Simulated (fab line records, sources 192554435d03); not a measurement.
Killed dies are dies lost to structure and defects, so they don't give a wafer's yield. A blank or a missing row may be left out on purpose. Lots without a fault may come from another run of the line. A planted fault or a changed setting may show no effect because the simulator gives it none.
Split-lot experiment | flow n5_finfet | 7 lots, 21 wafers read, on a route of 1938 steps

THE SPLIT
At N5_HKMG_FIN_ETCH_35 (etches SOC in N2/H2, target depth 215.8 nm, time 243.4 s), the setting bias_w was moved away from the recipe's 5 W on 8 of the 21 wafers read, by -10.1% to +14.9%. The other wafers ran this setting at the recipe's value.

The reading is taken at the split's own step.

THE READING
rf_vpp_V, in V, at N5_HKMG_FIN_ETCH_35 (etches SOC in N2/H2, target depth 215.8 nm, time 243.4 s). Fault-free wafers of this fab line usually give 141.1 V, standard deviation 1.3 V.

wafer  | tool, chamber at the split | bias_w as run, W | against the recipe | rf_vpp_V, V | against lot-mates on the recipe
L078.2 | rie_diel-01, 0             | 5                | recipe             | 142.1       | -
L078.5 | rie_diel-01, 1             | 5                | recipe             | 141.6       | -
L078.6 | rie_diel-01, 0             | 5                | recipe             | 141.9       | -
L081.1 | rie_diel-01, 3             | 5                | recipe             | 139.7       | -
L081.4 | rie_diel-01, 1             | 5.743            | +14.9%             | 154.7       | +13.8
L081.5 | rie_diel-01, 2             | 5                | recipe             | 142.1       | -
L083.1 | rie_diel-01, 2             | 5                | recipe             | 141.8       | -
L083.2 | rie_diel-01, 3             | 5.678            | +13.6%             | 154.0       | +12.2
L083.3 | rie_diel-01, 0             | 5.678            | +13.6%             | 154.9       | +13.1
L088.4 | rie_diel-06, 2             | 5                | recipe             | 139.5       | -
L088.5 | rie_diel-06, 1             | 5                | recipe             | 139.1       | -
L088.6 | rie_diel-06, 2             | 5                | recipe             | 138.9       | -
L089.2 | rie_diel-06, 2             | 4.568            | -8.6%              | 133.0       | -8.5
L089.3 | rie_diel-06, 0             | 5                | recipe             | 141.5       | -
L089.5 | rie_diel-06, 2             | 4.568            | -8.6%              | 131.0       | -10.5
L090.1 | rie_diel-01, 1             | 5                | recipe             | 140.6       | -
L090.2 | rie_diel-01, 3             | 4.497            | -10.1%             | 132.1       | -8.5
L090.4 | rie_diel-01, 0             | 4.497            | -10.1%             | 132.2       | -8.4
L093.1 | rie_diel-01, 0             | 5                | recipe             | 142.4       | -
L093.2 | rie_diel-01, 1             | 5                | recipe             | 142.1       | -
L093.6 | rie_diel-01, 1             | 5.232            | +4.6%              | 146.1       | +3.8

THE FIT
A straight line over all 21 wafers: rf_vpp_V changes by +0.962 V for each +1% of bias_w; r = +0.99; the points scatter about the line by 1.2 V.
The same after taking each lot's own level away (the mean of its wafers on the recipe; 21 wafers): +0.937 V for each +1%; r = +0.99; scatter 0.78 V.
On that fit, the largest move of bias_w shifts the reading by 14 V.
The lots' own levels span 139.17 to 142.25 V, that is 2.4 times the standard deviation above.
So the lot-to-lot level changes the slope little: the two slopes agree.
Check: with one of the wafers moved furthest among these (+14.9%) left out of the fit, the line predicts +13.9 V for it against its lot-mates. It came out at +13.8 V against them.
Tool readings at the split's step, against how far the setting was moved: rf_vpp_V r = +0.99.

OTHER SPLITS ON THESE WAFERS
These wafers also went through other splits before the reading. Each is held against what the fit with the lots' levels taken away leaves over:
other split on the same wafers | wafers away from the commonest value | r with rf_vpp_V (lot level and that fit taken away)
N5_SD_EPI_P_COAT_35 spin_rpm   | 6                                    | -0.17

THE FILE'S OWN FIT
rf_vpp_V changes by +0.933 V for each +1% of bias_w, r = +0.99.
